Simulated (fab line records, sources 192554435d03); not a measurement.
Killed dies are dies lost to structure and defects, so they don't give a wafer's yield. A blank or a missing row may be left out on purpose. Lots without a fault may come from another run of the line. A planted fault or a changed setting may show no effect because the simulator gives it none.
Split-lot experiment | flow n5_finfet | 7 lots, 21 wafers read, on a route of 1938 steps

THE SPLIT
At N5_BEOL_M10_ETCH_41 (etches SiCN in CH3F/O2, target depth 42.6 nm, time 86 s), the setting source_w was moved away from the recipe's 395 W on 9 of the 21 wafers read, by -17.9% to +16.4%. The other wafers ran this setting at the recipe's value.

The reading is taken at the split's own step.

THE READING
rf_vpp_V, in V, at N5_BEOL_M10_ETCH_41 (etches SiCN in CH3F/O2, target depth 42.6 nm, time 86 s). Fault-free wafers of this fab line usually give 297.0 V, standard deviation 1.7 V.

wafer  | tool, chamber at the split | source_w as run, W | against the recipe | rf_vpp_V, V | against lot-mates on the recipe
L075.2 | rie_diel-03, 0             | 395                | recipe             | 297.3       | -
L075.3 | rie_diel-03, 3             | 395                | recipe             | 297.4       | -
L075.6 | rie_diel-03, 1             | 395                | recipe             | 297.3       | -
L077.1 | rie_diel-05, 1             | 395                | recipe             | 299.5       | -
L077.2 | rie_diel-05, 0             | 395                | recipe             | 299.1       | -
L077.3 | rie_diel-05, 2             | 377.1              | -4.5%              | 299.3       | +0.0
L076.1 | rie_diel-03, 3             | 395                | recipe             | 298.1       | -
L076.2 | rie_diel-03, 2             | 395                | recipe             | 293.7       | -
L076.3 | rie_diel-03, 1             | 324.2              | -17.9%             | 318.0       | +22.1
L083.3 | rie_diel-03, 2             | 353.2              | -10.6%             | 304.3       | +6.4
L083.4 | rie_diel-03, 3             | 395                | recipe             | 297.2       | -
L083.5 | rie_diel-03, 1             | 395                | recipe             | 298.6       | -
L085.2 | rie_diel-05, 2             | 459.6              | +16.4%             | 281.7       | -15.3
L085.4 | rie_diel-05, 3             | 459.6              | +16.4%             | 282.4       | -14.6
L085.6 | rie_diel-05, 2             | 395                | recipe             | 297.0       | -
L092.1 | rie_diel-03, 0             | 395                | recipe             | 296.9       | -
L092.3 | rie_diel-03, 1             | 339.7              | -14.0%             | 312.4       | +15.5
L092.6 | rie_diel-03, 1             | 339.7              | -14.0%             | 314.1       | +17.2
L096.3 | rie_diel-05, 1             | 419.4              | +6.2%              | 293.0       | -4.7
L096.4 | rie_diel-05, 0             | 395                | recipe             | 297.7       | -
L096.5 | rie_diel-05, 0             | 419.4              | +6.2%              | 292.2       | -5.5

THE FIT
A straight line over all 21 wafers: rf_vpp_V changes by -0.996 V for each +1% of source_w; r = -0.98; the points scatter about the line by 1.8 V.
The same after taking each lot's own level away (the mean of its wafers on the recipe; 21 wafers): -1.01 V for each +1%; r = -0.97; scatter 2.1 V.
On that fit, the largest move of source_w shifts the reading by 18 V.
The lots' own levels span 295.90 to 299.30 V, that is 2.0 times the standard deviation above.
So the lot-to-lot level changes the slope little: the two slopes agree.
Check: with one of the wafers moved furthest among these (-17.9%) left out of the fit, the line predicts +17 V for it against its lot-mates. It came out at +22.1 V against them.
Tool readings at the split's step, against how far the setting was moved: rf_vpp_V r = -0.98.

OTHER SPLITS ON THESE WAFERS
These wafers also went through other splits before the reading. Each is held against what the fit with the lots' levels taken away leaves over:
other split on the same wafers    | wafers away from the commonest value | r with rf_vpp_V (lot level and that fit taken away)
N5_BEOL_M8_TRENCH_ETCH_37 bias_w  | 5                                    | +0.25
N5_BEOL_M10_PECVD_70 temp_c       | 7                                    | +0.04
N5_BEOL_M10_TRENCH_ETCH_37 bias_w | 6                                    | +0.08

THE WHOLE CHAIN: every reading that the file lists as answering this split, in the file's order
step                | what it does                                            | reading                                                        | change (the file's fit)               | r (the file's)
N5_BEOL_M10_ETCH_41 | etches SiCN in CH3F/O2, target depth 42.6 nm, time 86 s | rf_vpp_V                                                       | -1.01 V for each +1% of the setting   | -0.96
N5_BEOL_M10_ETCH_41 | etches SiCN in CH3F/O2, target depth 42.6 nm, time 86 s | etch.depth_nm (the simulator's own value, which no gauge read) | +0.133 nm for each +1% of the setting | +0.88

THE FILE'S OWN FIT
rf_vpp_V changes by -1.01 V for each +1% of source_w, r = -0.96.
